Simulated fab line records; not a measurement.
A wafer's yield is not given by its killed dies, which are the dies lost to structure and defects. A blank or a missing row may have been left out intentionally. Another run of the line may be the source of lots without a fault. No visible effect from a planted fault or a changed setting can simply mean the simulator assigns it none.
Struck lot and sound lot, side by side ; flow n5_finfet ; 17 steps out of a route of 1938
Sound: wafers L229.1, L229.2, L229.3. The struck wafers were L223.1, L223.3, L223.5. The cause comes at the end.
At each step with rows: each side's tool, then ch and its chambers, then its first start. Under that, the readings that differ: sound wafers ; struck wafers ; difference of the means ; sigmas: that difference in standard deviations of wafers without a fault.
alike: same words and numbers on both sides, and readings whose means sit less than 2 such deviations apart. not compared: any withheld reading, any reading some wafer has no value for, any bound like >300 that may hide the same value, and any number with overlapping values for which the record gives no deviation.
The two part at a step that has a row with sigmas, a row that says differs or no value, or rows on one side only. Numbers that have no deviation but don't overlap get no sigmas and don't part them. A reading missing from all wafers of one side parts the sides only when that side holds two or more wafers.

first, 8 steps without rows for these wafers: N5_BEOL_M13_COAT_58 (time 60 s, resist thk 89 nm); N5_BEOL_M13_COAT_04 (resist thk 400 nm); N5_BEOL_M13_EBR_06; N5_BEOL_M13_SOFTBAKE_05 (time 60 s); N5_BEOL_M13_EXPOSE_07 (exposes mask V12); N5_BEOL_M13_PEB_08 (peb time 90 s); N5_BEOL_M13_DEVELOP_09 (develop time 45 s); N5_BEOL_M13_HARDBAKE_14 (time 120 s).
N5_BEOL_M13_CD_MEAS_10: the cd target is 190 nm.
  sound on cd_sem-02 ch 0, day 16 01:38; struck on cd_sem-03 ch 0, day 14 22:17
  alike: cd_nm
N5_BEOL_M13_OVL_MEAS_11:
  sound on overlay-01 ch 0, day 16 01:40; struck on overlay-02 ch 0, day 14 22:19
  alike: V12_OVL
N5_BEOL_M13_INSPECT_12: inspects for defects (macro).
  sound on defect_inspect-02, day 16 01:41; struck on defect_inspect-01, day 14 22:20
  alike: raw_defect_count
N5_BEOL_M13_DESCUM_15: chemistry O2, time 7.9 s.
  sound on rie_diel-03 ch 0,2,3, day 16 02:16; struck on rie_diel-05 ch 0,3, day 14 22:31
  alike: drypump_motor_current_A, oes_product_au, rf_vpp_V, showerhead_plenum_p_Torr, throttle_valve_pct
  not compared: rf_hours_counter_h
N5_BEOL_M13_ETCH_59: etches BARC in N2/H2, target depth 89 nm, overetch 26.7 nm, time 67.9 s.
  sound on rie_diel-03 ch 0,2,3, day 16 02:17; struck on rie_diel-05 ch 0,3, day 14 22:33
  no value came back on the struck wafers for any of 8 readings (bias_w (W), chamber_pressure_mTorr (mTorr) and others); on the sound wafers bias_w (W) reads 149.9 150.0 149.9
reading;sound;struck;difference;sigmas
model.coat_of_BEOL_M13_COAT_04.thk_nm (nm);320.8 317.6 316;382.6 383 383.4;+64.9;
N5_BEOL_M13_VIA_ETCH_16: etches SiOC in C4F8/O2/Ar, target depth 921.7 nm.
  sound on rie_diel-03 ch 0,2,3, day 16 02:20; struck on rie_diel-05 ch 0,3, day 14 22:37
reading;sound;struck;difference;sigmas
throttle_valve_pct (%);23.98 24.03 24.20;24.49 24.39 24.49;+0.39;+2
model.coat_of_BEOL_M13_COAT_04.thk_nm (nm);69 69.6 68;134.6 135.2 132.4;+65.2;
  alike: C4F8_flow_sccm, O2_flow_sccm, drypump_motor_current_A, oes_product_au, rf_vpp_V, showerhead_plenum_p_Torr
N5_BEOL_M13_STRIP_63: strips in N2/H2.
  sound on plasma_asher-02 ch 0,1, day 16 02:35; struck on plasma_asher-01 ch 0,1, day 14 22:50
reading;sound;struck;difference;sigmas
oes_product_au (a.u.);0.673 0.673 0.669;0.703 0.695 0.693;+0.025;+6
strip_time_to_endpoint_s (s);27.4 27.5 27.1;45.6 45.7 45.0;+18.1;+16
  alike: drypump_motor_current_A, heater_power_w
  not compared: rf_hours_counter_h
N5_BEOL_M13_STRIP_64: strips in N2/H2.
  sound on plasma_asher-02 ch 0,1, day 16 02:38; struck on plasma_asher-01 ch 0,1, day 14 22:54
  alike: drypump_motor_current_A, heater_power_w, oes_product_au, strip_time_to_endpoint_s
  not compared: rf_hours_counter_h
N5_PASSIVATION_PROBE_49:
  sound on prober-01, day 17 06:35; struck on prober-02, day 16 10:12
reading;sound;struck;difference;sigmas
killed_open;50 60 71;87 83;+25;+2
  alike: defect_limited_yield, killed_at_M0_to_M3, killed_at_M4_up, killed_at_contacts, killed_at_front_end, killed_at_other, killed_dies, killed_short, sort_bin_5_function, sort_bin_6_memory, sort_bin_8_speed, sort_n_pass

WHERE THEY PART
At N5_BEOL_M13_ETCH_59 first; at N5_PASSIVATION_PROBE_49 last (within this record only).

WHY: what had been put in by the simulator
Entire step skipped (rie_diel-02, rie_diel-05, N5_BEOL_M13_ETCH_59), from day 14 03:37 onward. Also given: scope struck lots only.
